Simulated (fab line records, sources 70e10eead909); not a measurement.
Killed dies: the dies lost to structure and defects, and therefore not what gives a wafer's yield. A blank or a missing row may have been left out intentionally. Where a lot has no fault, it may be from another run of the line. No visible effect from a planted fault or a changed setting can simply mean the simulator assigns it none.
Matching of chambers + flow nandHarc + NHARC_P_M2_PRE_CLEAN_32 on pecvd-04: 3 sister chambers
The step time 12 s. 6 wafers are shown with their chamber, then 7 later ones without.

== WAFERS, EACH WITH ITS CHAMBER ==
| wafer  | chamber | heaterPowerW (W) | susceptorTempC (C) |
|--------|---------|------------------|--------------------|
| L076.2 | 2       | 626              | 370.08             |
| L080.1 | 2       | 619              | 370.05             |
| L081.3 | 1       | 614              | 370.11             |
| L081.6 | 0       | 856              | 369.79             |
| L092.1 | 1       | 572              | 369.95             |
| L092.2 | 0       | 806              | 369.99             |

== WAFERS WITH NO CHAMBER GIVEN ==
| wafer  | heaterPowerW (W) | susceptorTempC (C) |
|--------|------------------|--------------------|
| L092.4 | 617              | 369.27             |
| L094.1 | 641              | 370.22             |
| L094.3 | 612              | 370.22             |
| L094.5 | 635              | 369.89             |
| L095.2 | 556              | 369.91             |
| L095.4 | 546              | 369.90             |
| L095.5 | 657              | 370.56             |

== CHAMBER TAKEN BY EACH ==
| wafer  | from the rows above     | in truth |
|--------|-------------------------|----------|
| L092.4 | can't be placed: 1 or 2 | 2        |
| L094.1 | can't be placed: 2 or 1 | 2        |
| L094.3 | can't be placed: 2 or 1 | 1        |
| L094.5 | can't be placed: 2 or 1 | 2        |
| L095.2 | can't be placed: 1 or 2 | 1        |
| L095.4 | can't be placed: 1 or 2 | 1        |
| L095.5 | can't be placed: 2 or 1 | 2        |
Correctly placed: 0 of 7. These rows do not allow placing 7 (true chamber among the candidates in 7). 0 placed wrongly.
How it was worked out, from the rows above alone: a wafer's distance from a chamber is the root of the sum, over the readings, of the square of ((its reading less the chamber's mean) divided by the reading's scatter). If the next closest chamber is less than 2 further off than the closest, the wafer can't be placed; otherwise it belongs to the closest. Each chamber's mean is taken over the wafers shown for it. The scatter: the root of (the sum of the squares of (reading less its chamber's mean) over the shown wafers, divided by (wafers less chambers)).
